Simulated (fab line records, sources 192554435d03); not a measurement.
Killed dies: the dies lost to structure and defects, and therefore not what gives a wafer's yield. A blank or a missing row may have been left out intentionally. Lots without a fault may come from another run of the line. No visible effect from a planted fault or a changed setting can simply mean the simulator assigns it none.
Lot-split experiment ; flow n5_finfet ; 39 wafers read from 7 lots, route of 1938 steps

ABOUT THE SPLIT
At N5_BEOL_M15_TRENCH_ETCH_34 (etches SiO2 in C4F8/O2/Ar, target depth 872.93 nm, time 199 s), the setting target_depth_a was moved away from the recipe's 8729.3 angstrom on 12 of the 39 wafers read, by -52.1% to +34.3%. All remaining wafers had this setting at the recipe value.

FROM THE SPLIT TO THE READING: what the file shows between them, 6 steps
- N5_BEOL_M15_SPUTTER_45: material Cu, target thk 100 nm, time 16.67 s (also split here: time_s)
- N5_BEOL_M15_ECD_47: material Cu, target thk 1860 nm
- N5_BEOL_M15_ANNEAL_48: time 90 s
- N5_BEOL_M15_CMP_49: polishes, stops on SiO2, t overpolish 4.9 s, target thk 850 nm
- N5_BEOL_M15_PRE_CLEAN_52: time 15 s
- N5_BEOL_M15_DEP_53: deposits SiCN from 3MS/NH3, target thk 50 nm, time 17.8 s

THE READING
M15_RS in ohm/sq, measured at N5_BEOL_M15_RS_MEAS_54 by four-point-probe. A value of 0.0215 ohm/sq with a standard deviation of 0.00044 ohm/sq is what fault-free wafers of this fab line usually give.

wafer;tool, chamber at the split;target_depth_a as run, angstrom;against the recipe;M15_RS, ohm/sq;against lot-mates on the recipe
L076.1;rie_diel-01, 1;8729.3;recipe;0.0218;-
L076.2;rie_diel-01, 0;8729.3;recipe;0.0216;-
L076.3;rie_diel-01, 3;11720;+34.3%;0.0156;-0.0059
L076.4;rie_diel-01, 1;11720;+34.3%;0.0161;-0.0054
L076.5;rie_diel-01, 0;8729.3;recipe;0.0212;-
L076.6;rie_diel-01, 3;11720;+34.3%;0.0157;-0.0058
L078.1;rie_diel-03, 0;8729.3;recipe;0.0215;-
L078.2;rie_diel-03, 2;6185;-29.1%;0.0303;+0.0092
L078.3;rie_diel-03, 1;8729.3;recipe;0.0208;-
L078.4;rie_diel-03, 3;8729.3;recipe;0.0211;-
L078.5;rie_diel-03, 2;6185;-29.1%;0.0302;+0.0091
L078.6;rie_diel-03, 1;6185;-29.1%;0.0300;+0.0089
L077.1;rie_diel-02, 0;4178;-52.1%;0.0487;+0.0267
L077.2;rie_diel-02, 2;4178;-52.1%;0.0482;+0.0262
L077.3;rie_diel-02, 1;4178;-52.1%;0.0475;+0.0255
L077.4;rie_diel-02, 3;8729.3;recipe;0.0217;-
L077.5;rie_diel-02, 0;8729.3;recipe;0.0223;-
L077.6;rie_diel-02, 3;8729.3;recipe;0.0219;-
L086.2;rie_diel-03, 2;8729.3;recipe;0.0212;-
L086.3;rie_diel-03, 1;8729.3;recipe;0.0212;-
L086.4;rie_diel-03, 0;8729.3;recipe;0.0207;-
L087.1;rie_diel-03, 0;8729.3;recipe;0.0209;-
L087.2;rie_diel-03, 2;8729.3;recipe;0.0211;-
L087.3;rie_diel-03, 3;8729.3;recipe;0.0211;-
L087.4;rie_diel-03, 1;8729.3;recipe;0.0210;-
L087.5;rie_diel-03, 2;8729.3;recipe;0.0211;-
L087.6;rie_diel-03, 1;8729.3;recipe;0.0212;-
L090.1;rie_diel-02, 0;8729.3;recipe;0.0223;-
L090.2;rie_diel-02, 2;8729.3;recipe;0.0218;-
L090.3;rie_diel-02, 3;8729.3;recipe;0.0220;-
L090.4;rie_diel-02, 1;8729.3;recipe;0.0218;-
L090.5;rie_diel-02, 0;8729.3;recipe;0.0226;-
L090.6;rie_diel-02, 1;8729.3;recipe;0.0220;-
L095.1;rie_diel-01, 2;8729.3;recipe;0.0210;-
L095.2;rie_diel-01, 0;8729.3;recipe;0.0219;-
L095.3;rie_diel-01, 3;4720;-45.9%;0.0402;+0.0189
L095.4;rie_diel-01, 3;4720;-45.9%;0.0404;+0.0191
L095.5;rie_diel-01, 2;8729.3;recipe;0.0210;-
L095.6;rie_diel-01, 0;4720;-45.9%;0.0419;+0.0206

FIT RESULTS
A straight line over all 39 wafers: M15_RS changes by -0.000384 ohm/sq for each +1% of target_depth_a; r = -0.95; the points scatter about the line by 0.0028 ohm/sq.
The same after taking each lot's own level away (the mean of its wafers on the recipe; 39 wafers): -0.000383 ohm/sq for each +1%; r = -0.95; scatter 0.0027 ohm/sq.
According to that fit, moving target_depth_a by its largest amount changes the reading by 0.02 ohm/sq.
Measured against the standard deviation above, the lots' own levels, which go from 0.02103 to 0.02208 ohm/sq, span 2.4 times it.
Consequently the slope shifts little with the lot-to-lot level, the two slopes agreeing.
Check: for one of the wafers moved furthest among these (-52.1%), held out of the fit, the line's prediction against its lot-mates is +0.0201 ohm/sq. Against them it came out at +0.0267 ohm/sq.

FURTHER SPLITS ON THESE WAFERS
Before the reading, these wafers also passed through other splits. Each is held against what the fit with the lots' levels taken away leaves over:
other split on the same wafers;wafers away from the commonest value;r with M15_RS (lot level and that fit taken away)
N5_BEOL_M15_SPUTTER_45 time_s;15;-0.37

THE WHOLE CHAIN: every reading that the file lists as answering this split, in the file's order
step;what it does;reading;change (the file's fit);r (the file's)
N5_BEOL_M15_TRENCH_ETCH_34;etches SiO2 in C4F8/O2/Ar, target depth 872.93 nm, time 199 s;etch.depth_nm (the simulator's own value, which no gauge read);+8.72 nm for each +1% of the setting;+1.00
N5_BEOL_M15_TRENCH_ETCH_34;etches SiO2 in C4F8/O2/Ar, target depth 872.93 nm, time 199 s;coat_of_BEOL_M15_COAT_22.thk_nm (the simulator's own value, which no gauge read);-1.78 nm for each +1% of the setting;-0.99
N5_BEOL_M15_CMP_49;polishes, stops on SiO2, t overpolish 4.9 s, target thk 850 nm;Cu_of_BEOL_M15_ECD_47.thk_nm (the simulator's own value, which no gauge read);+8.61 nm for each +1% of the setting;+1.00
N5_BEOL_M15_RS_MEAS_54;measures by four-point-probe;M15_RS;-0.000397 for each +1% of the setting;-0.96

THE FILE'S OWN FIT
M15_RS changes by -0.000397 ohm/sq for each +1% of target_depth_a, r = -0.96.
